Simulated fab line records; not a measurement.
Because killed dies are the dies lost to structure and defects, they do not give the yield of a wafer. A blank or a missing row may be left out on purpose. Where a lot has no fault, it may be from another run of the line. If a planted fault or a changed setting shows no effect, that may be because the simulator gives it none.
The tool behind it: which one? || flow n5_finfet || 72 wafers from 24 lots sampled at 5 of the route's 1938 steps

## WHAT THE GAUGES READ, wafer by wafer
N5_GATE_CUT_OVL_MEAS_14.
{"lot": "L074", "measured": "day 4 13:03", "on": "overlay-01", "GATE_CUT_OVL (nm)": "1.2 1.4 2.0"}
{"lot": "L075", "measured": "day 4 18:46", "on": "overlay-02", "GATE_CUT_OVL (nm)": "0.2 0.5 -0.8"}
{"lot": "L076", "measured": "day 5 01:25", "on": "overlay-02", "GATE_CUT_OVL (nm)": "0.1 0.8 0.2"}
{"lot": "L077", "measured": "day 5 07:25", "on": "overlay-02", "GATE_CUT_OVL (nm)": "1.0 0.6 -0.4"}
{"lot": "L078", "measured": "day 5 08:48", "on": "overlay-02", "GATE_CUT_OVL (nm)": "0.4 0.8 0.0"}
{"lot": "L079", "measured": "day 5 17:48", "on": "overlay-01", "GATE_CUT_OVL (nm)": "0.8 0.5 0.2"}
{"lot": "L080", "measured": "day 5 22:56", "on": "overlay-01", "GATE_CUT_OVL (nm)": "1.0 0.3 1.0"}
{"lot": "L081", "measured": "day 6 04:57", "on": "overlay-02", "GATE_CUT_OVL (nm)": "1.4 0.7 0.0"}
{"lot": "L082", "measured": "day 6 15:29", "on": "overlay-01", "GATE_CUT_OVL (nm)": "1.4 0.1 0.6"}
{"lot": "L083", "measured": "day 6 22:26", "on": "overlay-01", "GATE_CUT_OVL (nm)": "1.1 -0.1 1.0"}
{"lot": "L084", "measured": "day 7 00:46", "on": "overlay-02", "GATE_CUT_OVL (nm)": "0.7 0.1 -0.6"}
{"lot": "L086", "measured": "day 7 10:59", "on": "overlay-02", "GATE_CUT_OVL (nm)": "-0.6 -0.1 -0.3"}
{"lot": "L085", "measured": "day 7 14:02", "on": "overlay-01", "GATE_CUT_OVL (nm)": "-0.3 1.5 0.4"}
{"lot": "L087", "measured": "day 7 21:02", "on": "overlay-01", "GATE_CUT_OVL (nm)": "1.0 0.2 0.3"}
{"lot": "L088", "measured": "day 7 21:50", "on": "overlay-02", "GATE_CUT_OVL (nm)": "-2.0 -0.9 -0.7"}
{"lot": "L089", "measured": "day 8 05:11", "on": "overlay-01", "GATE_CUT_OVL (nm)": "1.2 0.1 1.0"}
{"lot": "L090", "measured": "day 8 14:16", "on": "overlay-01", "GATE_CUT_OVL (nm)": "-0.9 -0.2 -2.1"}
{"lot": "L091", "measured": "day 8 18:44", "on": "overlay-02", "GATE_CUT_OVL (nm)": "0.0 0.1 0.4"}
{"lot": "L092", "measured": "day 9 01:10", "on": "overlay-02", "GATE_CUT_OVL (nm)": "1.3 0.4 0.8"}
{"lot": "L093", "measured": "day 9 07:55", "on": "overlay-02", "GATE_CUT_OVL (nm)": "1.2 1.2 0.6"}
{"lot": "L094", "measured": "day 9 12:25", "on": "overlay-01", "GATE_CUT_OVL (nm)": "0.9 -0.5 -0.9"}
{"lot": "L095", "measured": "day 9 19:03", "on": "overlay-02", "GATE_CUT_OVL (nm)": "-0.4 0.4 0.9"}
{"lot": "L096", "measured": "day 10 02:59", "on": "overlay-01", "GATE_CUT_OVL (nm)": "-0.8 0.6 0.1"}
{"lot": "L097", "measured": "day 10 06:29", "on": "overlay-02", "GATE_CUT_OVL (nm)": "0.3 -0.3 1.0"}

## TOOL THAT RAN EACH LOT (tool first, then ch and the chambers of the sampled wafers, then the start)
{"lot": "L074", "N5_HKMG_FIN_ETCHBACK_68": "rie_metal-01 ch 0,1, day 4 06:27", "N5_HKMG_FIN_CMP_94": "cmp-03 ch 1,2,3, day 4 08:04", "N5_GATE_CUT_ETCH_56": "rie_metal-03 ch 0,1, day 4 08:28", "N5_GATE_CUT_SAC_CAP_01": "ald_sin-04 ch 0,1,2, day 4 10:05"}
{"lot": "L075", "N5_HKMG_FIN_ETCHBACK_68": "rie_metal-02 ch 0,1, day 4 13:20", "N5_HKMG_FIN_CMP_94": "cmp-03 ch 1,3, day 4 14:55", "N5_GATE_CUT_ETCH_56": "rie_metal-02 ch 1, day 4 15:18", "N5_GATE_CUT_SAC_CAP_01": "ald_sin-02 ch 0,1,3, day 4 15:48"}
{"lot": "L076", "N5_HKMG_FIN_ETCHBACK_68": "rie_metal-03 ch 0,1, day 4 19:28", "N5_HKMG_FIN_CMP_94": "cmp-04 ch 1,2, day 4 21:05", "N5_GATE_CUT_ETCH_56": "rie_metal-01 ch 0,1, day 4 21:28", "N5_GATE_CUT_SAC_CAP_01": "ald_sin-04 ch 0,1,2, day 4 22:26"}
{"lot": "L077", "N5_HKMG_FIN_ETCHBACK_68": "rie_metal-03 ch 0,1, day 5 00:34", "N5_HKMG_FIN_CMP_94": "cmp-04 ch 1,2,3, day 5 02:06", "N5_GATE_CUT_ETCH_56": "rie_metal-03 ch 0,1, day 5 02:29", "N5_GATE_CUT_SAC_CAP_01": "ald_sin-03 ch 1,2,3, day 5 04:27"}
{"lot": "L078", "N5_HKMG_FIN_ETCHBACK_68": "rie_metal-03 ch 0, day 5 03:05", "N5_HKMG_FIN_CMP_94": "cmp-04 ch 0,2,3, day 5 04:40", "N5_GATE_CUT_ETCH_56": "rie_metal-02 ch 0, day 5 05:10", "N5_GATE_CUT_SAC_CAP_01": "ald_sin-02 ch 0,1,3, day 5 05:46"}
{"lot": "L079", "N5_HKMG_FIN_ETCHBACK_68": "rie_metal-02 ch 0, day 5 11:58", "N5_HKMG_FIN_CMP_94": "cmp-04 ch 0,1,3, day 5 13:41", "N5_GATE_CUT_ETCH_56": "rie_metal-03 ch 0, day 5 14:11", "N5_GATE_CUT_SAC_CAP_01": "ald_sin-02 ch 1,2,3, day 5 14:50"}
{"lot": "L080", "N5_HKMG_FIN_ETCHBACK_68": "rie_metal-01 ch 0,1, day 5 17:04", "N5_HKMG_FIN_CMP_94": "cmp-02 ch 1,2,3, day 5 18:38", "N5_GATE_CUT_ETCH_56": "rie_metal-01 ch 0,1, day 5 18:59", "N5_GATE_CUT_SAC_CAP_01": "ald_sin-02 ch 0,2, day 5 19:58"}
{"lot": "L081", "N5_HKMG_FIN_ETCHBACK_68": "rie_metal-03 ch 0,1, day 5 23:35", "N5_HKMG_FIN_CMP_94": "cmp-02 ch 0,1,3, day 6 01:08", "N5_GATE_CUT_ETCH_56": "rie_metal-01 ch 0,1, day 6 01:30", "N5_GATE_CUT_SAC_CAP_01": "ald_sin-04 ch 1,2, day 6 01:59"}
{"lot": "L082", "N5_HKMG_FIN_ETCHBACK_68": "rie_metal-02 ch 0,1, day 6 09:59", "N5_HKMG_FIN_CMP_94": "cmp-04 ch 0,2, day 6 11:31", "N5_GATE_CUT_ETCH_56": "rie_metal-01 ch 0,1, day 6 11:54", "N5_GATE_CUT_SAC_CAP_01": "ald_sin-03 ch 0,1,2, day 6 12:23"}
{"lot": "L083", "N5_HKMG_FIN_ETCHBACK_68": "rie_metal-03 ch 0,1, day 6 16:49", "N5_HKMG_FIN_CMP_94": "cmp-02 ch 1,2,3, day 6 18:29", "N5_GATE_CUT_ETCH_56": "rie_metal-02 ch 0,1, day 6 18:52", "N5_GATE_CUT_SAC_CAP_01": "ald_sin-02 ch 0,2,3, day 6 19:28"}
{"lot": "L084", "N5_HKMG_FIN_ETCHBACK_68": "rie_metal-01 ch 0,1, day 6 19:14", "N5_HKMG_FIN_CMP_94": "cmp-03 ch 0,1,3, day 6 20:46", "N5_GATE_CUT_ETCH_56": "rie_metal-02 ch 0,1, day 6 21:09", "N5_GATE_CUT_SAC_CAP_01": "ald_sin-04 ch 0,2,3, day 6 21:40"}
{"lot": "L086", "N5_HKMG_FIN_ETCHBACK_68": "rie_metal-03 ch 0,1, day 7 05:29", "N5_HKMG_FIN_CMP_94": "cmp-04 ch 0,2,3, day 7 07:01", "N5_GATE_CUT_ETCH_56": "rie_metal-02 ch 0,1, day 7 07:24", "N5_GATE_CUT_SAC_CAP_01": "ald_sin-03 ch 0,1,3, day 7 07:53"}
{"lot": "L085", "N5_HKMG_FIN_ETCHBACK_68": "rie_metal-01 ch 0,1, day 7 08:40", "N5_HKMG_FIN_CMP_94": "cmp-02 ch 2,3, day 7 10:12", "N5_GATE_CUT_ETCH_56": "rie_metal-01 ch 0,1, day 7 10:35", "N5_GATE_CUT_SAC_CAP_01": "ald_sin-03 ch 0,2, day 7 11:04"}
{"lot": "L087", "N5_HKMG_FIN_ETCHBACK_68": "rie_metal-01 ch 0,1, day 7 15:29", "N5_HKMG_FIN_CMP_94": "cmp-04 ch 0,1,2, day 7 17:08", "N5_GATE_CUT_ETCH_56": "rie_metal-03 ch 0,1, day 7 17:29", "N5_GATE_CUT_SAC_CAP_01": "ald_sin-03 ch 0,1, day 7 18:03"}
{"lot": "L088", "N5_HKMG_FIN_ETCHBACK_68": "rie_metal-02 ch 0,1, day 7 16:22", "N5_HKMG_FIN_CMP_94": "cmp-03 ch 0,1,3, day 7 17:59", "N5_GATE_CUT_ETCH_56": "rie_metal-03 ch 0,1, day 7 18:22", "N5_GATE_CUT_SAC_CAP_01": "ald_sin-04 ch 0,2, day 7 18:52"}
{"lot": "L089", "N5_HKMG_FIN_ETCHBACK_68": "rie_metal-01 ch 0,1, day 7 23:40", "N5_HKMG_FIN_CMP_94": "cmp-04 ch 0,2,3, day 8 01:15", "N5_GATE_CUT_ETCH_56": "rie_metal-03 ch 0,1, day 8 01:36", "N5_GATE_CUT_SAC_CAP_01": "ald_sin-03 ch 0,1,2, day 8 02:05"}
{"lot": "L090", "N5_HKMG_FIN_ETCHBACK_68": "rie_metal-03 ch 0,1, day 8 07:21", "N5_HKMG_FIN_CMP_94": "cmp-04 ch 0,2,3, day 8 09:02", "N5_GATE_CUT_ETCH_56": "rie_metal-03 ch 0,1, day 8 09:22", "N5_GATE_CUT_SAC_CAP_01": "ald_sin-03 ch 0,3, day 8 11:10"}
{"lot": "L091", "N5_HKMG_FIN_ETCHBACK_68": "rie_metal-03 ch 0,1, day 8 12:27", "N5_HKMG_FIN_CMP_94": "cmp-04 ch 1,2, day 8 14:01", "N5_GATE_CUT_ETCH_56": "rie_metal-02 ch 0,1, day 8 14:25", "N5_GATE_CUT_SAC_CAP_01": "ald_sin-02 ch 1,2,3, day 8 15:46"}
{"lot": "L092", "N5_HKMG_FIN_ETCHBACK_68": "rie_metal-02 ch 0,1, day 8 19:11", "N5_HKMG_FIN_CMP_94": "cmp-04 ch 0,1,3, day 8 20:50", "N5_GATE_CUT_ETCH_56": "rie_metal-01 ch 0,1, day 8 21:11", "N5_GATE_CUT_SAC_CAP_01": "ald_sin-02 ch 0,1,3, day 8 22:04"}
{"lot": "L093", "N5_HKMG_FIN_ETCHBACK_68": "rie_metal-01 ch 0,1, day 9 02:25", "N5_HKMG_FIN_CMP_94": "cmp-02 ch 1,2,3, day 9 03:57", "N5_GATE_CUT_ETCH_56": "rie_metal-02 ch 0,1, day 9 04:20", "N5_GATE_CUT_SAC_CAP_01": "ald_sin-02 ch 0,2,3, day 9 04:49"}
{"lot": "L094", "N5_HKMG_FIN_ETCHBACK_68": "rie_metal-02 ch 0,1, day 9 07:02", "N5_HKMG_FIN_CMP_94": "cmp-02 ch 0,1,3, day 9 08:38", "N5_GATE_CUT_ETCH_56": "rie_metal-02 ch 0,1, day 9 08:58", "N5_GATE_CUT_SAC_CAP_01": "ald_sin-03 ch 0,1,3, day 9 10:30"}
{"lot": "L095", "N5_HKMG_FIN_ETCHBACK_68": "rie_metal-01 ch 0,1, day 9 13:38", "N5_HKMG_FIN_CMP_94": "cmp-04 ch 0,3, day 9 15:11", "N5_GATE_CUT_ETCH_56": "rie_metal-01 ch 0, day 9 15:35", "N5_GATE_CUT_SAC_CAP_01": "ald_sin-02 ch 0,3, day 9 16:04"}
{"lot": "L096", "N5_HKMG_FIN_ETCHBACK_68": "rie_metal-01 ch 0,1, day 9 20:53", "N5_HKMG_FIN_CMP_94": "cmp-02 ch 0,2,3, day 9 22:32", "N5_GATE_CUT_ETCH_56": "rie_metal-02 ch 0,1, day 9 22:55", "N5_GATE_CUT_SAC_CAP_01": "ald_sin-03 ch 0,1,3, day 10 00:02"}
{"lot": "L097", "N5_HKMG_FIN_ETCHBACK_68": "rie_metal-01 ch 0,1, day 10 01:05", "N5_HKMG_FIN_CMP_94": "cmp-04 ch 0,2, day 10 02:35", "N5_GATE_CUT_ETCH_56": "rie_metal-02 ch 0,1, day 10 03:01", "N5_GATE_CUT_SAC_CAP_01": "ald_sin-04 ch 0,3, day 10 03:31"}
- N5_HKMG_FIN_ETCHBACK_68: etches the open film in Cl2/Ar, stops on HfO2, target depth 0.5 nm.
- N5_HKMG_FIN_CMP_94: polishes, stops on SiNx, t overpolish 4.7 s, target thk 43.299 nm.
- N5_GATE_CUT_ETCH_56: etches TiN in Cl2/Ar, target depth 21.6 nm.
- N5_GATE_CUT_SAC_CAP_01: material SiNx, target thk 24 nm, pulse time 1 s, ald cycles 480.

## AS READ BY THE TOOLS THEMSELVES (means over the sampled wafers that have a number; for cases with no such wafer, the mark the record gives instead)
N5_HKMG_FIN_ETCHBACK_68.
{"lot": "L074", "tool": "rie_metal-01", "bias_w (W)": 60.01, "drypump_motor_current_A (A)": 5.38, "oes_product_au (a.u.)": 0.82, "throttle_valve_pct (%)": 20.88}
{"lot": "L075", "tool": "rie_metal-02", "bias_w (W)": 59.93, "drypump_motor_current_A (A)": 5.24, "oes_product_au (a.u.)": 0.65, "throttle_valve_pct (%)": 21.30}
{"lot": "L076", "tool": "rie_metal-03", "bias_w (W)": 59.88, "drypump_motor_current_A (A)": 5.72, "oes_product_au (a.u.)": 0.66, "throttle_valve_pct (%)": 21.26}
{"lot": "L077", "tool": "rie_metal-03", "bias_w (W)": 59.90, "drypump_motor_current_A (A)": 5.72, "oes_product_au (a.u.)": 0.66, "throttle_valve_pct (%)": 21.26}
{"lot": "L078", "tool": "rie_metal-03", "bias_w (W)": 60.27, "drypump_motor_current_A (A)": 5.45, "oes_product_au (a.u.)": 0.81, "throttle_valve_pct (%)": 20.94}
{"lot": "L079", "tool": "rie_metal-02", "bias_w (W)": 60.18, "drypump_motor_current_A (A)": 5.64, "oes_product_au (a.u.)": 0.77, "throttle_valve_pct (%)": 20.97}
{"lot": "L080", "tool": "rie_metal-01", "bias_w (W)": 60.17, "drypump_motor_current_A (A)": 5.37, "oes_product_au (a.u.)": 0.79, "throttle_valve_pct (%)": 20.90}
{"lot": "L081", "tool": "rie_metal-03", "bias_w (W)": 59.84, "drypump_motor_current_A (A)": 5.72, "oes_product_au (a.u.)": 0.92, "throttle_valve_pct (%)": 21.01}
{"lot": "L082", "tool": "rie_metal-02", "bias_w (W)": 60.06, "drypump_motor_current_A (A)": 5.44, "oes_product_au (a.u.)": 0.84, "throttle_valve_pct (%)": 21.04}
{"lot": "L083", "tool": "rie_metal-03", "bias_w (W)": 59.99, "drypump_motor_current_A (A)": 5.59, "oes_product_au (a.u.)": 0.85, "throttle_valve_pct (%)": 20.98}
{"lot": "L084", "tool": "rie_metal-01", "bias_w (W)": 60.02, "drypump_motor_current_A (A)": 5.38, "oes_product_au (a.u.)": 0.79, "throttle_valve_pct (%)": 20.91}
{"lot": "L086", "tool": "rie_metal-03", "bias_w (W)": 60.01, "drypump_motor_current_A (A)": 5.59, "oes_product_au (a.u.)": 0.78, "throttle_valve_pct (%)": 21.05}
{"lot": "L085", "tool": "rie_metal-01", "bias_w (W)": 59.99, "drypump_motor_current_A (A)": 5.38, "oes_product_au (a.u.)": 0.78, "throttle_valve_pct (%)": 20.91}
{"lot": "L087", "tool": "rie_metal-01", "bias_w (W)": 60.04, "drypump_motor_current_A (A)": 5.39, "oes_product_au (a.u.)": 0.72, "throttle_valve_pct (%)": 21.15}
{"lot": "L088", "tool": "rie_metal-02", "bias_w (W)": 60.00, "drypump_motor_current_A (A)": 5.25, "oes_product_au (a.u.)": 0.89, "throttle_valve_pct (%)": 21.11}
{"lot": "L089", "tool": "rie_metal-01", "bias_w (W)": 59.90, "drypump_motor_current_A (A)": 5.37, "oes_product_au (a.u.)": 0.78, "throttle_valve_pct (%)": 20.92}
{"lot": "L090", "tool": "rie_metal-03", "bias_w (W)": 60.10, "drypump_motor_current_A (A)": 5.58, "oes_product_au (a.u.)": 0.84, "throttle_valve_pct (%)": 20.99}
{"lot": "L091", "tool": "rie_metal-03", "bias_w (W)": 60.07, "drypump_motor_current_A (A)": 5.57, "oes_product_au (a.u.)": 0.84, "throttle_valve_pct (%)": 21.00}
{"lot": "L092", "tool": "rie_metal-02", "bias_w (W)": 59.93, "drypump_motor_current_A (A)": 5.44, "oes_product_au (a.u.)": 0.81, "throttle_valve_pct (%)": 21.06}
{"lot": "L093", "tool": "rie_metal-01", "bias_w (W)": 59.77, "drypump_motor_current_A (A)": 5.39, "oes_product_au (a.u.)": 0.77, "throttle_valve_pct (%)": 20.92}
{"lot": "L094", "tool": "rie_metal-02", "bias_w (W)": 60.04, "drypump_motor_current_A (A)": 5.46, "oes_product_au (a.u.)": 0.80, "throttle_valve_pct (%)": 21.06}
{"lot": "L095", "tool": "rie_metal-01", "bias_w (W)": 60.03, "drypump_motor_current_A (A)": 5.43, "oes_product_au (a.u.)": 0.71, "throttle_valve_pct (%)": 21.16}
{"lot": "L096", "tool": "rie_metal-01", "bias_w (W)": 59.95, "drypump_motor_current_A (A)": 5.39, "oes_product_au (a.u.)": 0.76, "throttle_valve_pct (%)": 20.93}
{"lot": "L097", "tool": "rie_metal-01", "bias_w (W)": 59.92, "drypump_motor_current_A (A)": 5.41, "oes_product_au (a.u.)": 0.71, "throttle_valve_pct (%)": 21.15}

N5_HKMG_FIN_CMP_94.
{"lot": "L074", "tool": "cmp-03", "motor_current_A (A)": 12.1}
{"lot": "L075", "tool": "cmp-03", "motor_current_A (A)": 11.4}
{"lot": "L076", "tool": "cmp-04", "motor_current_A (A)": 11.8}
{"lot": "L077", "tool": "cmp-04", "motor_current_A (A)": 11.1}
{"lot": "L078", "tool": "cmp-04", "motor_current_A (A)": 11.8}
{"lot": "L079", "tool": "cmp-04", "motor_current_A (A)": 11.5}
{"lot": "L080", "tool": "cmp-02", "motor_current_A (A)": 12.8}
{"lot": "L081", "tool": "cmp-02", "motor_current_A (A)": 12.7}
{"lot": "L082", "tool": "cmp-04", "motor_current_A (A)": 12.4}
{"lot": "L083", "tool": "cmp-02", "motor_current_A (A)": 12.8}
{"lot": "L084", "tool": "cmp-03", "motor_current_A (A)": 11.6}
{"lot": "L086", "tool": "cmp-04", "motor_current_A (A)": 12.0}
{"lot": "L085", "tool": "cmp-02", "motor_current_A (A)": 12.3}
{"lot": "L087", "tool": "cmp-04", "motor_current_A (A)": 11.7}
{"lot": "L088", "tool": "cmp-03", "motor_current_A (A)": 11.5}
{"lot": "L089", "tool": "cmp-04", "motor_current_A (A)": 11.2}
{"lot": "L090", "tool": "cmp-04", "motor_current_A (A)": 11.6}
{"lot": "L091", "tool": "cmp-04", "motor_current_A (A)": 11.7}
{"lot": "L092", "tool": "cmp-04", "motor_current_A (A)": 11.7}
{"lot": "L093", "tool": "cmp-02", "motor_current_A (A)": 13.0}
{"lot": "L094", "tool": "cmp-02", "motor_current_A (A)": 12.6}
{"lot": "L095", "tool": "cmp-04", "motor_current_A (A)": 11.8}
{"lot": "L096", "tool": "cmp-02", "motor_current_A (A)": 12.3}
{"lot": "L097", "tool": "cmp-04", "motor_current_A (A)": 12.8}

N5_GATE_CUT_ETCH_56.
{"lot": "L074", "tool": "rie_metal-03", "bias_w (W)": 60.03, "drypump_motor_current_A (A)": 5.59, "oes_product_au (a.u.)": 0.75, "throttle_valve_pct (%)": 21.10}
{"lot": "L075", "tool": "rie_metal-02", "bias_w (W)": 60.14, "drypump_motor_current_A (A)": 5.04, "oes_product_au (a.u.)": 0.60, "throttle_valve_pct (%)": 21.42}
{"lot": "L076", "tool": "rie_metal-01", "bias_w (W)": 60.02, "drypump_motor_current_A (A)": 5.39, "oes_product_au (a.u.)": 0.81, "throttle_valve_pct (%)": 20.89}
{"lot": "L077", "tool": "rie_metal-03", "bias_w (W)": 59.94, "drypump_motor_current_A (A)": 5.58, "oes_product_au (a.u.)": 0.75, "throttle_valve_pct (%)": 21.09}
{"lot": "L078", "tool": "rie_metal-02", "bias_w (W)": 59.74, "drypump_motor_current_A (A)": 5.62, "oes_product_au (a.u.)": 0.78, "throttle_valve_pct (%)": 20.96}
{"lot": "L079", "tool": "rie_metal-03", "bias_w (W)": 59.96, "drypump_motor_current_A (A)": 5.46, "oes_product_au (a.u.)": 0.82, "throttle_valve_pct (%)": 20.95}
{"lot": "L080", "tool": "rie_metal-01", "bias_w (W)": 59.78, "drypump_motor_current_A (A)": 5.38, "oes_product_au (a.u.)": 0.79, "throttle_valve_pct (%)": 20.90}
{"lot": "L081", "tool": "rie_metal-01", "bias_w (W)": 60.13, "drypump_motor_current_A (A)": 5.38, "oes_product_au (a.u.)": 0.79, "throttle_valve_pct (%)": 20.90}
{"lot": "L082", "tool": "rie_metal-01", "bias_w (W)": 60.06, "drypump_motor_current_A (A)": 5.43, "oes_product_au (a.u.)": 0.73, "throttle_valve_pct (%)": 21.16}
{"lot": "L083", "tool": "rie_metal-02", "bias_w (W)": 60.04, "drypump_motor_current_A (A)": 5.25, "oes_product_au (a.u.)": 0.92, "throttle_valve_pct (%)": 21.09}
{"lot": "L084", "tool": "rie_metal-02", "bias_w (W)": 60.21, "drypump_motor_current_A (A)": 5.23, "oes_product_au (a.u.)": 0.91, "throttle_valve_pct (%)": 21.10}
{"lot": "L086", "tool": "rie_metal-02", "bias_w (W)": 59.86, "drypump_motor_current_A (A)": 5.24, "oes_product_au (a.u.)": 0.91, "throttle_valve_pct (%)": 21.09}
{"lot": "L085", "tool": "rie_metal-01", "bias_w (W)": 60.00, "drypump_motor_current_A (A)": 5.45, "oes_product_au (a.u.)": 0.73, "throttle_valve_pct (%)": 21.14}
{"lot": "L087", "tool": "rie_metal-03", "bias_w (W)": 60.13, "drypump_motor_current_A (A)": 5.59, "oes_product_au (a.u.)": 0.86, "throttle_valve_pct (%)": 20.98}
{"lot": "L088", "tool": "rie_metal-03", "bias_w (W)": 60.12, "drypump_motor_current_A (A)": 5.71, "oes_product_au (a.u.)": 0.90, "throttle_valve_pct (%)": 20.99}
{"lot": "L089", "tool": "rie_metal-03", "bias_w (W)": 59.85, "drypump_motor_current_A (A)": 5.59, "oes_product_au (a.u.)": 0.85, "throttle_valve_pct (%)": 20.98}
{"lot": "L090", "tool": "rie_metal-03", "bias_w (W)": 60.01, "drypump_motor_current_A (A)": 5.58, "oes_product_au (a.u.)": 0.86, "throttle_valve_pct (%)": 20.97}
{"lot": "L091", "tool": "rie_metal-02", "bias_w (W)": 60.06, "drypump_motor_current_A (A)": 5.25, "oes_product_au (a.u.)": 0.88, "throttle_valve_pct (%)": 21.11}
{"lot": "L092", "tool": "rie_metal-01", "bias_w (W)": 60.00, "drypump_motor_current_A (A)": 5.37, "oes_product_au (a.u.)": 0.77, "throttle_valve_pct (%)": 20.92}
{"lot": "L093", "tool": "rie_metal-02", "bias_w (W)": 60.16, "drypump_motor_current_A (A)": 5.44, "oes_product_au (a.u.)": 0.81, "throttle_valve_pct (%)": 21.05}
{"lot": "L094", "tool": "rie_metal-02", "bias_w (W)": 59.97, "drypump_motor_current_A (A)": 5.44, "oes_product_au (a.u.)": 0.81, "throttle_valve_pct (%)": 21.05}
{"lot": "L095", "tool": "rie_metal-01", "bias_w (W)": 59.80, "drypump_motor_current_A (A)": 5.43, "oes_product_au (a.u.)": 0.67, "throttle_valve_pct (%)": 21.40}
{"lot": "L096", "tool": "rie_metal-02", "bias_w (W)": 60.17, "drypump_motor_current_A (A)": 5.26, "oes_product_au (a.u.)": 0.87, "throttle_valve_pct (%)": 21.10}
{"lot": "L097", "tool": "rie_metal-02", "bias_w (W)": 59.98, "drypump_motor_current_A (A)": 5.43, "oes_product_au (a.u.)": 0.81, "throttle_valve_pct (%)": 21.06}

N5_GATE_CUT_SAC_CAP_01.
{"lot": "L074", "tool": "ald_sin-04", "heater_power_w (W)": 864, "precursor_pulse_height_rel": 1.010}
{"lot": "L075", "tool": "ald_sin-02", "heater_power_w (W)": 803, "precursor_pulse_height_rel": 1.001}
{"lot": "L076", "tool": "ald_sin-04", "heater_power_w (W)": 844, "precursor_pulse_height_rel": 1.019}
{"lot": "L077", "tool": "ald_sin-03", "heater_power_w (W)": 822, "precursor_pulse_height_rel": 1.005}
{"lot": "L078", "tool": "ald_sin-02", "heater_power_w (W)": 811, "precursor_pulse_height_rel": 0.998}
{"lot": "L079", "tool": "ald_sin-02", "heater_power_w (W)": 728, "precursor_pulse_height_rel": 1.001}
{"lot": "L080", "tool": "ald_sin-02", "heater_power_w (W)": 817, "precursor_pulse_height_rel": 0.987}
{"lot": "L081", "tool": "ald_sin-04", "heater_power_w (W)": 826, "precursor_pulse_height_rel": 1.014}
{"lot": "L082", "tool": "ald_sin-03", "heater_power_w (W)": 801, "precursor_pulse_height_rel": 1.011}
{"lot": "L083", "tool": "ald_sin-02", "heater_power_w (W)": 816, "precursor_pulse_height_rel": 0.983}
{"lot": "L084", "tool": "ald_sin-04", "heater_power_w (W)": 824, "precursor_pulse_height_rel": 0.984}
{"lot": "L086", "tool": "ald_sin-03", "heater_power_w (W)": 805, "precursor_pulse_height_rel": 1.008}
{"lot": "L085", "tool": "ald_sin-03", "heater_power_w (W)": 801, "precursor_pulse_height_rel": 0.982}
{"lot": "L087", "tool": "ald_sin-03", "heater_power_w (W)": 784, "precursor_pulse_height_rel": 0.991}
{"lot": "L088", "tool": "ald_sin-04", "heater_power_w (W)": 882, "precursor_pulse_height_rel": 1.001}
{"lot": "L089", "tool": "ald_sin-03", "heater_power_w (W)": 815, "precursor_pulse_height_rel": 1.006}
{"lot": "L090", "tool": "ald_sin-03", "heater_power_w (W)": 770, "precursor_pulse_height_rel": 1.020}
{"lot": "L091", "tool": "ald_sin-02", "heater_power_w (W)": 740, "precursor_pulse_height_rel": 1.019}
{"lot": "L092", "tool": "ald_sin-02", "heater_power_w (W)": 800, "precursor_pulse_height_rel": 0.985}
{"lot": "L093", "tool": "ald_sin-02", "heater_power_w (W)": 820, "precursor_pulse_height_rel": 1.008}
{"lot": "L094", "tool": "ald_sin-03", "heater_power_w (W)": 800, "precursor_pulse_height_rel": 0.996}
{"lot": "L095", "tool": "ald_sin-02", "heater_power_w (W)": 895, "precursor_pulse_height_rel": 1.033}
{"lot": "L096", "tool": "ald_sin-03", "heater_power_w (W)": 784, "precursor_pulse_height_rel": 0.995}
{"lot": "L097", "tool": "ald_sin-04", "heater_power_w (W)": 840, "precursor_pulse_height_rel": 1.020}

## THE ANSWER, worked out from the rows above alone
Rule: the lots themselves supply what counts as usual. Put in order of their means at a reading, lots are off if they are a third of the lots or fewer, leave a main group of 4 or more, and stand apart from it by a gap of 3 or more times the standard deviation of the main group's means; of several such gaps the widest counts. If all means in a main group match to the digits the tables above print for the reading, that group is not used. A lot without any number at a reading at which 4 lots or more have one is off too. Any other lot the step has rows for is counted as sound. After the gauges, taken in route order, come the tools' own readings; for these a lot's mean is taken, as printed above. The first step at which some lot is off is used, and at that step the reading that is off furthest; a lot without a number counts as furthest.
Nothing can be told from this: no lot is off at any reading shown.

## WHAT THE SIMULATOR HAD INSERTED
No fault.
